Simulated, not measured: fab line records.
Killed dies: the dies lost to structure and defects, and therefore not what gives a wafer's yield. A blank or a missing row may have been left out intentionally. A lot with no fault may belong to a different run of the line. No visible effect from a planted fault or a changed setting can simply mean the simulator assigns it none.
The tool behind it: which one? / flow nand harc / 42 wafers from 14 lots sampled at 5 of the route's 1302 steps

## WHAT THE GAUGES READ, wafer by wafer
NHARC_P_BONDPAD_THK_MEAS_33: measures by ellipsometry. Usual: 200.5 nm for thk nm, sd 1.5.
lot=L643; measured=day 7 05:52; on=film metro-02; thk nm (nm)=198.7 203.4 202.0; flag=
lot=L644; measured=day 7 13:45; on=film metro-01; thk nm (nm)=201.8 202.0 201.2; flag=
lot=L646; measured=day 8 06:06; on=film metro-02; thk nm (nm)=200.0 199.1 200.2; flag=
lot=L647; measured=day 8 12:04; on=film metro-02; thk nm (nm)=199.2 200.1 200.8; flag=
lot=L648; measured=day 9 00:58; on=film metro-02; thk nm (nm)=199.9 201.3 202.0; flag=
lot=L649; measured=day 9 08:38; on=film metro-01; thk nm (nm)=198.3 202.1 199.8; flag=
lot=L650; measured=day 9 23:22; on=film metro-01; thk nm (nm)=199.4 200.4 198.3; flag=
lot=L656; measured=day 12 16:01; on=film metro-02; thk nm (nm)=203.0 200.1 202.7; flag=
lot=L658; measured=day 13 15:32; on=film metro-02; thk nm (nm)=198.0 201.9 196.1; flag=
lot=L659; measured=day 13 16:16; on=film metro-02; thk nm (nm)=201.2 199.6 199.8; flag=
lot=L660; measured=day 13 23:05; on=film metro-02; thk nm (nm)=200.5 200.8 200.6; flag=
lot=L661; measured=day 14 07:07; on=film metro-02; thk nm (nm)=200.0 199.9 201.0; flag=
lot=L662; measured=day 14 21:02; on=film metro-02; thk nm (nm)=201.0 202.6 200.8; flag=
lot=L664; measured=day 15 19:05; on=film metro-01; thk nm (nm)=201.2 202.0 199.7; flag=

NHARC_P_BONDPAD_OVL_MEAS_38. Usual: overlay x nm 0 nm, standard deviation 6.6; overlay y nm -2 nm, standard deviation 5.2.
lot=L643; measured=day 7 06:31; on=overlay-01; overlay x nm (nm)=-6 -6 -6; overlay y nm (nm)=1 0 0; flag=
lot=L644; measured=day 7 14:24; on=overlay-02; overlay x nm (nm)=1 0 1; overlay y nm (nm)=-6 -6 -5; flag=
lot=L646; measured=day 8 06:38; on=overlay-02; overlay x nm (nm)=-8 -8 -8; overlay y nm (nm)=-6 -6 -6; flag=
lot=L647; measured=day 8 12:43; on=overlay-02; overlay x nm (nm)=-8 -8 -8; overlay y nm (nm)=-9 -10 -10; flag=
lot=L648; measured=day 9 01:39; on=overlay-01; overlay x nm (nm)=4 3 3; overlay y nm (nm)=3 3 3; flag=
lot=L649; measured=day 9 09:17; on=overlay-02; overlay x nm (nm)=0 0 0; overlay y nm (nm)=0 0 1; flag=
lot=L650; measured=day 10 00:02; on=overlay-01; overlay x nm (nm)=5 5 5; overlay y nm (nm)=-8 -7 -7; flag=
lot=L656; measured=day 12 16:40; on=overlay-02; overlay x nm (nm)=6 6 6; overlay y nm (nm)=5 6 5; flag=
lot=L658; measured=day 13 16:04; on=overlay-02; overlay x nm (nm)=-1 0 -1; overlay y nm (nm)=-11 -10 -11; flag=
lot=L659; measured=day 13 16:55; on=overlay-02; overlay x nm (nm)=-10 -10 -9; overlay y nm (nm)=-3 -3 -3; flag=
lot=L660; measured=day 13 23:44; on=overlay-02; overlay x nm (nm)=4 4 5; overlay y nm (nm)=9 9 8; flag=
lot=L661; measured=day 14 07:47; on=overlay-02; overlay x nm (nm)=-2 -3 -2; overlay y nm (nm)=-1 -1 -1; flag=
lot=L662; measured=day 14 21:42; on=overlay-02; overlay x nm (nm)=17 17 16; overlay y nm (nm)=-3 -4 -4; flag=
lot=L664; measured=day 15 19:37; on=overlay-01; overlay x nm (nm)=10 10 10; overlay y nm (nm)=-4 -5 -5; flag=

NHARC_P_BONDPAD_CD_MEAS_13. Usual: 498.4 nm for cd nm, sd 2.1.
lot=L643; measured=day 7 06:58; on=cd sem-01; cd nm (nm)=495.9 498.3 498.5; flag=
lot=L644; measured=day 7 14:50; on=cd sem-01; cd nm (nm)=503.1 497.8 498.1; flag=
lot=L646; measured=day 8 07:05; on=cd sem-01; cd nm (nm)=500.0 497.4 497.9; flag=
lot=L647; measured=day 8 13:10; on=cd sem-02; cd nm (nm)=497.5 497.9 498.4; flag=
lot=L648; measured=day 9 02:05; on=cd sem-03; cd nm (nm)=497.1 495.2 497.1; flag=
lot=L649; measured=day 9 09:44; on=cd sem-01; cd nm (nm)=496.5 495.8 497.4; flag=
lot=L650; measured=day 10 00:28; on=cd sem-03; cd nm (nm)=498.8 498.0 495.2; flag=
lot=L656; measured=day 12 17:06; on=cd sem-03; cd nm (nm)=501.7 500.5 499.5; flag=
lot=L658; measured=day 13 16:34; on=cd sem-03; cd nm (nm)=494.8 496.9 495.7; flag=
lot=L659; measured=day 13 17:22; on=cd sem-03; cd nm (nm)=501.8 497.6 497.5; flag=
lot=L660; measured=day 14 00:11; on=cd sem-01; cd nm (nm)=502.4 498.7 498.6; flag=
lot=L661; measured=day 14 08:13; on=cd sem-03; cd nm (nm)=497.7 500.2 500.7; flag=
lot=L662; measured=day 14 22:09; on=cd sem-01; cd nm (nm)=500.7 500.7 496.5; flag=
lot=L664; measured=day 15 20:04; on=cd sem-01; cd nm (nm)=497.0 500.0 497.6; flag=

NHARC_P_BONDPAD_THK_MEAS_20: measures by xrf. Usual: 160.8 nm for thk nm, sd 1.6.
lot=L643; measured=day 7 08:59; on=film metro-01; thk nm (nm)=159.5 159.7 162.3; flag=
lot=L644; measured=day 7 16:52; on=film metro-02; thk nm (nm)=161.9 159.9 161.0; flag=
lot=L646; measured=day 8 09:08; on=film metro-02; thk nm (nm)=161.8 159.4 160.1; flag=
lot=L647; measured=day 8 15:35; on=film metro-02; thk nm (nm)=162.8 160.4 159.3; flag=
lot=L648; measured=day 9 04:11; on=film metro-01; thk nm (nm)=157.7 157.5 159.4; flag=
lot=L649; measured=day 9 11:49; on=film metro-02; thk nm (nm)=30.6 29.8 28.4; flag=OFF
lot=L650; measured=day 10 02:31; on=film metro-02; thk nm (nm)=29.2 29.4 29.5; flag=OFF
lot=L656; measured=day 12 19:08; on=film metro-02; thk nm (nm)=165.0 159.8 160.8; flag=
lot=L658; measured=day 13 18:35; on=film metro-01; thk nm (nm)=160.8 158.4 160.0; flag=
lot=L659; measured=day 13 19:30; on=film metro-01; thk nm (nm)=160.2 156.1 160.4; flag=
lot=L660; measured=day 14 02:12; on=film metro-01; thk nm (nm)=160.3 160.8 162.2; flag=
lot=L661; measured=day 14 10:15; on=film metro-02; thk nm (nm)=161.7 160.0 162.0; flag=
lot=L662; measured=day 15 00:11; on=film metro-01; thk nm (nm)=162.4 161.8 162.7; flag=
lot=L664; measured=day 15 22:05; on=film metro-01; thk nm (nm)=162.5 162.9 161.8; flag=

## WHAT TOOL EACH LOT RAN ON (gives the tool, then ch and the chambers of the sampled wafers, and finally the start)
lot=L643; NHARC_P_BONDPAD_ECD_18=ecd cu-02 ch 0,1, day 7 08:00
lot=L644; NHARC_P_BONDPAD_ECD_18=ecd cu-01 ch 0,1, day 7 15:53
lot=L646; NHARC_P_BONDPAD_ECD_18=ecd cu-01 ch 0,1, day 8 08:04
lot=L647; NHARC_P_BONDPAD_ECD_18=ecd cu-01 ch 0, day 8 14:32
lot=L648; NHARC_P_BONDPAD_ECD_18=ecd cu-02 ch 0,1, day 9 03:12
lot=L649; NHARC_P_BONDPAD_ECD_18=ecd cu-01 ch 0,1, day 9 10:49
lot=L650; NHARC_P_BONDPAD_ECD_18=ecd cu-02 ch 0,1, day 10 01:30
lot=L656; NHARC_P_BONDPAD_ECD_18=ecd cu-02 ch 0, day 12 18:05
lot=L658; NHARC_P_BONDPAD_ECD_18=ecd cu-02 ch 0,1, day 13 17:35
lot=L659; NHARC_P_BONDPAD_ECD_18=ecd cu-01 ch 0,1, day 13 18:23
lot=L660; NHARC_P_BONDPAD_ECD_18=ecd cu-01 ch 0,1, day 14 01:16
lot=L661; NHARC_P_BONDPAD_ECD_18=ecd cu-01 ch 0,1, day 14 09:13
lot=L662; NHARC_P_BONDPAD_ECD_18=ecd cu-01 ch 0,1, day 14 23:17
lot=L664; NHARC_P_BONDPAD_ECD_18=ecd cu-02 ch 0,1, day 15 21:02
- NHARC_P_BONDPAD_ECD_18: material Cu, target thk 400 nm.

## AS READ BY THE TOOLS THEMSELVES (means over the sampled wafers that have a number; for cases with no such wafer, the mark the record gives instead)
NHARC_P_BONDPAD_ECD_18. Usual: bath heat duty pct 7.1 %, standard deviation 0.73; bath temp c 24.98 C, standard deviation 0.11.
lot=L643; tool=ecd cu-02; bath heat duty pct (%)=6.3; bath temp c (C)=25.01; flag=
lot=L644; tool=ecd cu-01; bath heat duty pct (%)=6.9; bath temp c (C)=25.04; flag=
lot=L646; tool=ecd cu-01; bath heat duty pct (%)=7.6; bath temp c (C)=24.99; flag=
lot=L647; tool=ecd cu-01; bath heat duty pct (%)=7.0; bath temp c (C)=25.12; flag=
lot=L648; tool=ecd cu-02; bath heat duty pct (%)=7.3; bath temp c (C)=24.96; flag=
lot=L649; tool=ecd cu-01; bath heat duty pct (%)=-; bath temp c (C)=-; flag=OFF
lot=L650; tool=ecd cu-02; bath heat duty pct (%)=-; bath temp c (C)=-; flag=OFF
lot=L656; tool=ecd cu-02; bath heat duty pct (%)=7.9; bath temp c (C)=25.02; flag=
lot=L658; tool=ecd cu-02; bath heat duty pct (%)=7.0; bath temp c (C)=24.94; flag=
lot=L659; tool=ecd cu-01; bath heat duty pct (%)=7.2; bath temp c (C)=25.09; flag=
lot=L660; tool=ecd cu-01; bath heat duty pct (%)=7.1; bath temp c (C)=24.96; flag=
lot=L661; tool=ecd cu-01; bath heat duty pct (%)=7.2; bath temp c (C)=24.90; flag=
lot=L662; tool=ecd cu-01; bath heat duty pct (%)=7.4; bath temp c (C)=25.02; flag=
lot=L664; tool=ecd cu-02; bath heat duty pct (%)=7.3; bath temp c (C)=25.01; flag=

## THE ANSWER, worked out from the rows above alone
Rule: a lot is off if the mean of its wafers that have a number lies more than 3 standard deviations from the usual mean. A lot without any number at a reading at which 4 lots or more have one is off too. All remaining lots with rows at the step are treated as sound. After the gauges, taken in route order, come the tools' own readings; for these a lot's mean is taken, as printed above. The first step at which some lot is off is used, and at that step the reading that is off furthest; a lot without a number counts as furthest.
Off: L649, L650 (NHARC_P_BONDPAD_THK_MEAS_20, thk nm).
If a tool, at a process step before that reading, ran all the lots that are off and no sound lot after the first of them, it fits. The gauges at NHARC_P_BONDPAD_THK_MEAS_20 aren't tried: what is off there is off at NHARC_P_BONDPAD_ECD_18 too, on other tools, and a gauge's error can't cause that. Of those tried, none fits.

## WHAT THE SIMULATOR PUT IN
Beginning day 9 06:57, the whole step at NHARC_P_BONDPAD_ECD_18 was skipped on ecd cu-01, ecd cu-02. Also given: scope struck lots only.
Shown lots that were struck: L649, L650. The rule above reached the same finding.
